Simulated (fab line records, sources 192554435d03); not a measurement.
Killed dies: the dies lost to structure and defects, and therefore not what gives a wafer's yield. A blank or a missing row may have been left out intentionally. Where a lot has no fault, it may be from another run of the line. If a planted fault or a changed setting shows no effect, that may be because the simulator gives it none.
fab line records	flow n5Finfet
record: lots: 6	wafers: 17	lastDay: 17
route steps=1938 shown BEOL_M14@1750 PASSIVATION@1936
lots untouched by any fault: they come from a run of this same line in which no faults occurred
startH: hours from the record's first day to the start of the lot's first wafer shown	waitH: hours since the lot's step before	" as in the row above	L1.1+2: one row covering several wafers at once	- either no value or no given start	* or withheld: withheld	< > ~ a bound
route shown NAME@n: a module of which the file shows steps, and the number in the route of the first	usual: average and standard deviation across the fault-free wafers	same: alike in all rows	chamber/n: place in a boat	sites: readings site by site	_std_site: the standard deviation of these	_edge_site: inner sites' mean taken away from outer sites' mean	radiusMm: for every site, how far away it sits from the centre of the wafer	mask NAME#n: copy n	behind: tool/chamber where the wafer was last shaped	hold: why the lot was held/for how many hours/how that ended	device: transistor that didn't switch, given as n, p or np	end of line: tests run on the same wafers once the route is complete	a step given without rows: its recipe and nothing more	killed: dies lost to structure and defects at the first sort, not the wafer's yield	map: a wafer's dies, x killed, . not, _ none there
set.NAME: setting as actually run; set.NAME@STEP: the setting as run at that earlier step	model.NAME: the simulator's own value behind a step, which no gauge read
lots at selected steps of the route; one table per step, one row per wafer
services: from which hour (startH, from the record's first day; less than 0 if before it) a tool's chamber was out of use, for how many hours, and why
== steps ==
step: N5_BEOL_M14_ETCH_67
recipe: chemistry: CF4	target: SiARC	targetDepthA: 1430	timeS: 238.3	ionEnergyEv: 80	pressureMtorr: 40	sourceW: 545	biasW: 36	Ar_flow_sccm: 100	cf4FlowSccm: 100	ends: cleared
usual: chamberPressureMTorr: 40.00/0.033	drypumpMotorCurrentA: 5.5/0.49	etchRfOnTimeS: 241/8	oesProductAu: 0.70/0.058	rfVppV: 183.9/0.97	showerheadPlenumPTorr: 2.13/0.048	throttleValvePct: 15.57/0.19
lot.wafer	tool	chamber	startH	waitH	chamberPressureMTorr	drypumpMotorCurrentA	etchRfOnTimeS	oesProductAu	rfHoursCounterH	rfVppV	showerheadPlenumPTorr	throttleValvePct
L336.1	rieDiel-03	3	254.13	0.0	40.03	5.5	250	0.77	13	183.8	2.18	15.47
L336.3	"	0	"	"	40.03	6.3	248	0.76	28	182.3	2.13	15.75
L336.5	"	1	"	"	40.05	5.9	235	0.74	-	183.5	2.07	15.43
L343.3	rieDiel-05	0	306.98	0.0	40.03	5.9	236	0.70	90	184.4	2.09	15.77
L343.5	"	1	"	"	40.00	5.1	245	0.67	-	185.6	2.15	15.47
L343.6	"	2	"	"	39.97	4.8	230	0.61	-	183.1	2.03	15.79
L353.1	rieDiel-05	1	356.54	0.0	39.97	5.1	243	0.66	100	184.4	2.15	15.51
L353.4	"	3	"	"	40.02	6.1	254	0.80	6	183.2	2.11	15.46
L353.6	"	1	"	"	39.95	5.1	241	0.66	-	184.0	2.15	15.50
L352.1	rieDiel-05	0	363.22	0.0	40.02	5.9	235	0.69	107	182.2	2.08	15.81
L352.6	"	1	"	"	39.98	5.0	242	0.66	-	184.2	2.15	15.52
L356.1	rieDiel-03	3	382.06	0.0	40.00	5.5	245	0.71	57	184.4	2.17	15.56
L356.2	"	1	"	"	39.99	5.9	229	0.71	86	183.9	2.06	15.50
L356.5	"	0	"	"	40.01	6.3	246	0.70	-	182.8	2.11	15.83
L355.2	rieDiel-06	3	382.16	0.0	40.03	4.8	239	0.78	21	184.3	2.19	15.50
L355.3	"	1	"	"	39.98	5.9	251	0.73	45	182.8	2.10	15.66
L355.5	"	2	"	"	40.03	4.7	235	0.71	-	185.2	2.09	15.63
step: N5_BEOL_M14_ETCH_68
recipe: chemistry: N2/H2	target: SOC	maskMaterial: SiARC	sourceW: 3000	biasW: 350	tempC: 40	timeS: 450	ionEnergyEv: 200	pressureMtorr: 30	n2FlowSccm: 200	h2FlowSccm: 200
step: N5_BEOL_M14_STRIP_69
recipe: chemistry: N2/H2	tempC: 40	n2FlowSccm: 200	h2FlowSccm: 200	rfFrequencyHz: 6e+07
step: N5_BEOL_M14_TRENCH_ETCH_34
recipe: chemistry: C4F8/O2/Ar	target: SiO2	targetDepthA: 5566.5	maskMaterial: SOC	heInnerTorr: 15	heOuterTorr: 30	timeS: 126.9	ionEnergyEv: 800	pressureMtorr: 20	sourceW: 1905	biasW: 2040	Ar_flow_sccm: 400	C4F8_flow_sccm: 16	O2_flow_sccm: 12
step: N5_BEOL_M14_STRIP_70
recipe: chemistry: C4F8/O2/Ar	resist: SiARC	rfFrequencyHz: 6e+07
step: N5_BEOL_M14_OCD_MEAS_35
usual: trenchDepthNm: 549/19
lot.wafer	tool	chamber	startH	waitH	trenchDepthNm
L336.1	ocd-01	-	254.71	0.0	535
L336.3	"	-	"	"	539
L336.5	"	-	"	"	569
L343.3	ocd-01	-	307.56	0.0	555
L343.5	"	-	"	"	539
L343.6	"	-	"	"	564
L353.1	ocd-01	-	357.12	0.0	542
L353.4	"	-	"	"	520
L353.6	"	-	"	"	542
L352.1	ocd-01	-	363.79	0.0	560
L352.6	"	-	"	"	545
L356.1	ocd-01	-	382.64	0.0	517
L356.2	"	-	"	"	560
L356.5	"	-	"	"	524
L355.2	ocd-02	-	382.73	0.0	555
L355.3	"	-	"	"	521
L355.5	"	-	"	"	554
step: N5_BEOL_M14_STRIP_37
recipe: chemistry: O2	powerW: 600	tempC: 60	pressureMtorr: 30	rfFrequencyHz: 6e+07	biasPowerW: 0	overashFraction: 0.3	o2FlowSccm: 225
step: N5_BEOL_M14_ETCH_38
recipe: chemistry: CF4/N2	target: SiCN	targetDepthA: 1065	taperDeg: 2	timeS: 120.6	ionEnergyEv: 150	maskMaterial: SiO2	pressureMtorr: 40	sourceW: 430	biasW: 70	Ar_flow_sccm: 100	cf4FlowSccm: 60	n2FlowSccm: 60
usual: chamberPressureMTorr: 40.01/0.037	drypumpMotorCurrentA: 5.6/0.51	oesProductAu: 0.82/0.07	rfVppV: 381.6/1.5	showerheadPlenumPTorr: 2.18/0.052	throttleValvePct: 15.43/0.17
lot.wafer	tool	chamber	startH	waitH	chamberPressureMTorr	drypumpMotorCurrentA	oesProductAu	rfHoursCounterH	rfVppV	showerheadPlenumPTorr	throttleValvePct
L336.1	rieDiel-05	0	-	-	40.04	5.9	0.84	74	380.5	2.15	15.57
L336.3	"	1	"	"	40.05	5.0	0.81	64	382.6	2.22	15.25
L336.5	"	0	"	"	39.98	5.9	0.84	-	381.3	2.15	15.55
L343.3	rieDiel-03	0	-	-	40.01	6.2	0.85	49	380.0	2.18	15.58
L343.5	"	0	"	"	39.94	6.3	0.84	-	380.6	2.18	15.59
L343.6	"	2	"	"	40.02	5.8	0.84	-	383.6	2.22	15.20
L353.1	rieDiel-05	0	-	-	40.04	5.9	0.80	105	381.9	2.14	15.61
L353.4	"	3	"	"	40.01	6.1	0.93	7	382.4	2.17	15.29
L353.6	"	1	"	"	40.04	5.1	0.77	-	381.0	2.21	15.32
L352.1	rieDiel-05	3	-	-	39.99	6.1	0.93	9	381.2	2.17	15.30
L352.6	"	3	"	"	40.03	6.1	0.94	-	380.0	2.17	15.30
L356.1	rieDiel-05	1	-	-	40.05	5.0	0.76	111	382.4	2.21	15.34
L356.2	"	3	"	"	40.12	6.1	0.91	15	380.7	2.17	15.30
L356.5	"	1	"	"	40.03	5.1	0.76	-	382.0	2.21	15.36
L355.2	rieDiel-03	1	-	-	39.97	5.9	0.81	88	380.9	2.12	15.37
L355.3	"	3	"	"	40.02	5.5	0.81	59	383.2	2.24	15.41
L355.5	"	1	"	"	40.02	5.9	0.81	-	380.8	2.12	15.36
step: N5_BEOL_M14_PRECLEAN_39
recipe: chemistry: residueRemover	timeS: 60	tempC: 40
step: N5_BEOL_M14_SRD_40
recipe: timeS: 30	tempC: 23	rinseLiquid: diw	dry: n2Spin	spinRpm: 1500	dryTimeS: 30
step: N5_BEOL_M14_DEGAS_41
recipe: ambient: vacuum	tempC: 300	timeS: 60
usual: heaterPowerW: 456/44
lot.wafer	tool	chamber	startH	waitH	heaterPowerW
L336.1	pvdSputter-01	-	257.24	0.5	494
L336.3	"	-	"	"	460
L336.5	"	-	"	"	480
L343.3	pvdSputter-02	-	308.41	0.2	440
L343.5	"	-	"	"	511
L343.6	"	-	"	"	473
L353.1	pvdSputter-02	-	358.51	0.2	446
L353.4	"	-	"	"	507
L353.6	"	-	"	"	495
L352.1	pvdSputter-02	-	364.91	0.3	434
L352.6	"	-	"	"	506
L356.1	pvdSputter-03	-	384.88	0.5	367
L356.2	"	-	"	"	472
L356.5	"	-	"	"	375
L355.2	pvdSputter-03	-	385.38	0.4	460
L355.3	"	-	"	"	518
L355.5	"	-	"	"	471
step: N5_BEOL_M14_PRE_CLEAN_42
recipe: gas: H2/He	timeS: 30	tempC: 300
usual: heaterPowerW: 457/44
lot.wafer	tool	chamber	startH	waitH	heaterPowerW
L336.1	pvdSputter-01	-	257.28	0.0	492
L336.3	"	-	"	"	460
L336.5	"	-	"	"	497
L343.3	pvdSputter-02	-	308.45	0.0	440
L343.5	"	-	"	"	522
L343.6	"	-	"	"	471
L353.1	pvdSputter-02	-	358.55	0.0	429
L353.4	"	-	"	"	507
L353.6	"	-	"	"	503
L352.1	pvdSputter-02	-	364.95	0.0	422
L352.6	"	-	"	"	508
L356.1	pvdSputter-03	-	384.92	0.0	372
L356.2	"	-	"	"	468
L356.5	"	-	"	"	382
L355.2	pvdSputter-03	-	385.42	0.0	483
L355.3	"	-	"	"	502
L355.5	"	-	"	"	472
step: N5_BEOL_M14_SPUTTER_43
recipe: material: TaN	targetThkA: 150	tempC: 50	biasV: 168.6	powerW: 15000	chamberPressurePa: 0.12	timeS: 24.19
usual: substrateTempC: 50.01/0.12	throttleValvePct: 29.6/0.88
lot.wafer	tool	chamber	startH	waitH	substrateTempC	throttleValvePct	model.TaN_of_BEOL_M14_SPUTTER_43.thkNm
L336.1	pvdSputter-01	-	257.32	0.0	49.90	30.0	15.4
L336.3	"	-	"	"	50.12	29.4	15.6
L336.5	"	-	"	"	50.00	29.6	15.4
L343.3	pvdSputter-02	-	308.49	0.0	49.89	28.9	14.4
L343.5	"	-	"	"	50.06	30.3	14.6
L343.6	"	-	"	"	50.31	29.7	14.4
L353.1	pvdSputter-02	-	358.59	0.0	49.75	28.8	14.4
L353.4	"	-	"	"	50.10	30.3	15
L353.6	"	-	"	"	50.09	30.4	11.4
L352.1	pvdSputter-02	-	364.99	0.0	49.93	29.0	14.8
L352.6	"	-	"	"	49.84	30.4	11.4
L356.1	pvdSputter-03	-	384.96	0.0	50.04	29.0	14.8
L356.2	"	-	"	"	50.04	30.1	15.2
L356.5	"	-	"	"	50.06	29.0	14.8
L355.2	pvdSputter-03	-	385.46	0.0	50.14	30.4	15.2
L355.3	"	-	"	"	50.05	30.5	15.2
L355.5	"	-	"	"	49.90	29.7	15.2
step: N5_BEOL_M14_SPUTTER_44
recipe: material: Ta	targetThkA: 150	tempC: 50	biasV: 80	powerW: 15000	chamberPressurePa: 0.07	timeS: 24.19
usual: substrateTempC: 49.99/0.12	throttleValvePct: 29.6/0.88
lot.wafer	tool	chamber	startH	waitH	substrateTempC	throttleValvePct
L336.1	pvdSputter-01	-	257.40	0.0	50.05	29.7
L336.3	"	-	"	"	50.06	29.3
L336.5	"	-	"	"	50.01	29.8
L343.3	pvdSputter-02	-	308.57	0.0	50.07	29.1
L343.5	"	-	"	"	49.97	30.3
L343.6	"	-	"	"	49.90	29.4
L353.1	pvdSputter-02	-	358.67	0.0	50.14	28.9
L353.4	"	-	"	"	50.13	30.6
L353.6	"	-	"	"	50.24	30.6
L352.1	pvdSputter-02	-	365.07	0.0	49.95	28.9
L352.6	"	-	"	"	49.84	30.3
L356.1	pvdSputter-03	-	385.04	0.0	49.93	29.3
L356.2	"	-	"	"	49.95	30.3
L356.5	"	-	"	"	50.02	28.8
L355.2	pvdSputter-03	-	385.54	0.0	49.79	30.2
L355.3	"	-	"	"	49.96	30.4
L355.5	"	-	"	"	49.92	29.9
step: N5_BEOL_M14_SPUTTER_45
recipe: material: Cu	targetThkA: 1000	tempC: -20	biasV: 60	powerW: 26000	chamberPressurePa: 0.13	timeS: 16.67
step: N5_BEOL_M14_ECD_47
recipe: material: Cu	targetThkA: 12480
step: N5_BEOL_M14_ANNEAL_48
recipe: tempC: 225	timeS: 90	ambient: N2
step: N5_BEOL_M14_CMP_49
recipe: stopOn: SiO2	tOverpolishS: 5.2	downForcePsi: 2	platenRpm: 80	clearingPlatenDownForcePsi: 2	clearingPlatenRpm: 80	postCmpClean: cuAlkaline	targetThkNm: 560	clearingPlatenPadVelocityMS: 1.5917	padVelocityMS: 1.5917
usual: barrierFieldEndpointS: 11.4/0.39	motorCurrentA: 8.2/0.81	slurryFlowMlMin: 150.0/0.43
lot.wafer	tool	chamber	startH	waitH	barrierFieldEndpointS	motorCurrentA	slurryFlowMlMin
L336.1	cmp-01	3	258.08	0.3	12.3	8.4	149.9
L336.3	"	2	"	"	11.5	8.9	150.3
L336.5	"	3	"	"	12.2	8.5	149.4
L343.3	cmp-04	3	309.37	0.3	10.9	9.2	149.2
L343.6	"	0	"	"	11.6	8.1	150.8
L343.5	"	1	"	"	11.2	7.7	149.6
L353.4	cmp-01	3	359.43	0.2	11.7	8.1	150.1
L353.1	"	0	"	"	11.0	9.0	150.0
L353.6	"	2	"	"	9.4	8.7	149.4
L352.1	cmp-01	3	365.84	0.3	11.9	7.9	149.6
L352.6	"	2	"	"	9.8	9.1	149.9
L356.1	cmp-04	3	385.77	0.3	11.1	9.5	149.1
L356.2	"	0	"	"	11.1	8.1	150.7
L356.5	"	3	"	"	11.0	9.7	149.4
L355.3	cmp-01	2	386.28	0.2	11.5	8.3	150.9
L355.2	"	3	"	"	11.8	8.4	149.9
L355.5	"	2	"	"	11.5	8.6	150.1
step: N5_BEOL_M14_THK_MEAS_50
recipe: thkMeasGauge: xrf	reads: Cu_of_BEOL_M14_ECD_47
usual: M14_THK: 568/20
lot.wafer	tool	chamber	startH	waitH	M14_THK[nm]
L336.1	filmMetro-02	-	258.38	-	557
L336.3	"	-	"	"	559
L336.5	"	-	"	"	597
L343.3	filmMetro-01	-	309.55	-	580
L343.5	"	-	"	"	562
L343.6	"	-	"	"	590
L353.1	filmMetro-02	-	359.65	-	558
L353.4	"	-	"	"	542
L353.6	"	-	"	"	563
L352.1	filmMetro-02	-	366.06	-	582
L352.6	"	-	"	"	563
L356.1	filmMetro-01	-	386.02	-	536
L356.2	"	-	"	"	581
L356.5	"	-	"	"	542
L355.2	filmMetro-02	-	386.54	-	577
L355.3	"	-	"	"	536
L355.5	"	-	"	"	573
step: N5_PASSIVATION_PROBE_49
usual: defectLimitedYield: 91.3/1.4	killed_at_M0_to_M3: 32/9.5	killed_at_M4_up: 14/5.2	killedAtContacts: 13/5.7	killedAtFrontEnd: 41/12	killedAtOther: 3.5/2.6	killedDies: 103/17	killedOpen: 68/14	killedShort: 32/7	sort_bin_5_function: 5.0/0.91	sort_bin_6_memory: 3.3/0.7	sort_bin_8_speed: 0.03/0.22	sortNPass: 1076/17	sortYieldPct: 91.2/1.4
same: grossDies: 1180	killedAtBackSide: 0	sort_bin_4_leakage[%]: 0
lot.wafer	tool	chamber	startH	waitH	defectLimitedYield[%]	killed_at_M0_to_M3	killed_at_M4_up	killedAtContacts	killedAtFrontEnd	killedAtOther	killedDies	killedOpen	killedShort	sort_bin_5_function[%]	sort_bin_6_memory[%]	sort_bin_8_speed[%]	sortNPass	sortYieldPct[%]
L343.3	prober-01	-	331.27	0.1	92.9	18	17	4	37	8	84	48	36	4.4	2.4	0	1096	92.9
L343.5	prober-01	-	331.37	0.2	91.4	20	12	7	63	0	102	72	29	4.1	4.3	0	1078	91.4
L343.6	prober-01	-	331.42	0.3	92.1	24	12	15	39	3	93	71	22	5.3	2.6	0	1087	92.1
L353.1	prober-01	-	378.08	0.0	89.7	33	21	8	58	1	121	77	34	5.7	3.4	0	1059	89.7
L352.1	prober-01	-	389.90	0.0	91.0	47	7	10	37	5	106	71	32	5.1	3.6	0	1074	91.0
L352.6	prober-01	-	390.15	0.3	90.0	40	18	9	47	4	118	73	41	6.1	3.7	0	1062	90.0
L356.1	prober-02	-	408.80	0.0	93.0	36	13	19	13	2	83	61	20	4.3	2.5	0	1097	93.0
L356.2	prober-02	-	408.85	0.1	90.5	55	10	20	24	3	112	84	24	5.2	3.9	0	1068	90.5
L356.5	prober-02	-	409.00	0.2	90.8	38	16	16	35	4	109	64	33	5.8	2.2	0	1071	90.8
killed by level:class
L343.3 STI_FIN_REVEAL:geometricParticle:open=9 FIN_SAQP:geometricParticle:open=6 FIN_SAQP:geometricParticle:short=6 BEOL_M0_SAQP:geometricParticle:short=5 BEOL_M0_SAQP:geometricParticle:open=4 BEOL_M4:geometricParticle:open=4 STI_FIN_REVEAL:geometricParticle:short=3 MOL_CONTACT_COAG:geometricParticle:short=3
L343.5 STI_FIN_REVEAL:geometricParticle:open=23 FIN_SAQP:geometricParticle:short=11 FIN_SAQP:geometricParticle:open=9 BEOL_M1:geometricParticle:open=7 BEOL_M4:geometricParticle:open=7 STI_FIN_REVEAL:geometricParticle:short=6 MOL_CONTACT_COAG:geometricParticle:open=6 BEOL_M3:geometricParticle:open=6
L343.6 MOL_CONTACT_COAG:geometricParticle:open=14 BEOL_M1:geometricParticle:open=13 FIN_SAQP:geometricParticle:short=12 STI_FIN_REVEAL:geometricParticle:open=11 FIN_SAQP:geometricParticle:open=8 BEOL_M0_SAQP:geometricParticle:open=6 BEOL_M5:geometricParticle:open=6 BEOL_M4:geometricParticle:open=5
L353.1 BEOL_M4:geometricParticle:open=16 BEOL_M3:geometricParticle:open=13 STI_FIN_REVEAL:geometricParticle:open=12 HKMG_FIN:areaEtch=10 FIN_SAQP:geometricParticle:open=9 MOL_CONTACT_COAG:geometricParticle:open=8 BEOL_M1:geometricParticle:short=7 FIN_SAQP:geometricParticle:short=6
L352.1 BEOL_M2:geometricParticle:open=16 BEOL_M0_SAQP:geometricParticle:open=12 FIN_SAQP:geometricParticle:open=9 STI_FIN_REVEAL:geometricParticle:open=8 MOL_CONTACT_COAG:geometricParticle:open=8 BEOL_M0_SAQP:geometricParticle:short=6 FIN_SAQP:geometricParticle:short=5 STARTING-WAFER:geometricParticle:short=4
L352.6 MOL_CONTACT_COAG:geometricParticle:open=9 BEOL_M2:geometricParticle:open=9 FIN_SAQP:geometricParticle:open=8 STI_FIN_REVEAL:geometricParticle:open=8 FIN_SAQP:geometricParticle:short=7 BEOL_M3:geometricParticle:open=7 BEOL_M4:geometricParticle:open=7 BEOL_M0_SAQP:geometricParticle:short=6
L356.1 MOL_CONTACT_COAG:geometricParticle:open=17 BEOL_M1:geometricParticle:open=9 BEOL_M2:geometricParticle:open=8 BEOL_M0_SAQP:geometricParticle:open=6 BEOL_M4:geometricParticle:open=5 STI_FIN_REVEAL:geometricParticle:open=4 BEOL_M1:geometricParticle:short=4 BEOL_M3:geometricParticle:open=4
L356.2 MOL_CONTACT_COAG:geometricParticle:open=18 BEOL_M2:geometricParticle:open=15 BEOL_M1:geometricParticle:open=9 BEOL_M0_SAQP:geometricParticle:open=8 BEOL_M0_SAQP:geometricParticle:short=7 GATE_CUT:geometricParticle:open=5 BEOL_M2:geometricParticle:short=5 BEOL_M3:geometricParticle:open=4
L356.5 BEOL_M2:geometricParticle:open=11 MOL_CONTACT_COAG:geometricParticle:open=10 BEOL_M0_SAQP:geometricParticle:short=8 HKMG_FIN:areaEtch=8 STI_FIN_REVEAL:geometricParticle:open=7 BEOL_M1:geometricParticle:open=7 BEOL_M4:geometricParticle:open=7 GATE_CUT:geometricParticle:short=6
== services ==
tool	chamber	startH	hours	kind
rieDiel-06	1	242.74	-	clean
rieDiel-06	1	242.74	-	consumableReplace:focusRing
rieDiel-06	1	242.74	21.2	scheduledDown
cmp-04	-	256.08	18.7	pm
cmp-01	-	258.31	4.0	pm
cmp-01	-	262.31	-	consumableReplace:conditioner
cmp-01	-	262.31	-	consumableReplace:pad
cmp-04	-	275.43	4.6	pm
cmp-04	-	287.18	3.8	repair
pvdSputter-02	-	303.66	4.3	repair
cmp-04	-	314.23	4.0	pm
cmp-04	-	318.23	-	consumableReplace:conditioner
cmp-04	-	318.23	-	consumableReplace:pad
rieDiel-05	3	321.96	-	clean
rieDiel-05	3	321.96	-	consumableReplace:focusRing
rieDiel-05	3	321.96	15.7	scheduledDown
rieDiel-05	3	321.96	15.7	ventCycle
pvdSputter-03	-	332.51	3.0	repair
cmp-04	-	341.79	3.5	pm
pvdSputter-02	-	342.91	6.3	repair
cmp-01	-	346.52	0.4	repair
cmp-01	-	371.77	2.0	repair
cmp-01	-	376.89	7.8	pm
pvdSputter-03	-	385.71	1.1	repair
== key ==
firstSign: step: N5_BEOL_M14_CMP_49	reading: barrierFieldEndpointS	direction: down	sigmas: 4.7	usual: 11.4	struck: 9.6
effect none on later readings
modelEffect: step: N5_BEOL_M14_SPUTTER_43	value: TaN_of_BEOL_M14_SPUTTER_43.thkNm	without: 15	struck: 11.4
metAt N5_BEOL_M14_SPUTTER_43
struckWafers L352.6,L353.6
baselineLoss: step: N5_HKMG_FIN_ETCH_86	wafers: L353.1
onsetBetween 308.49 358.59
fault: kind: processParameterDrift	tool: pvdSputter-02	chamber: -	onsetH: 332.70	steps: N5_BEOL_M14_SPUTTER_43	channel: timeS	offset: *	shape: step	endH: 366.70	scope: struckWafersOnly	actsIn: *	stated: *
baselineLoss: these wafers lose ten dies or more at that step, a loss of the line's own and not of a fault; the sort's usual values leave them out
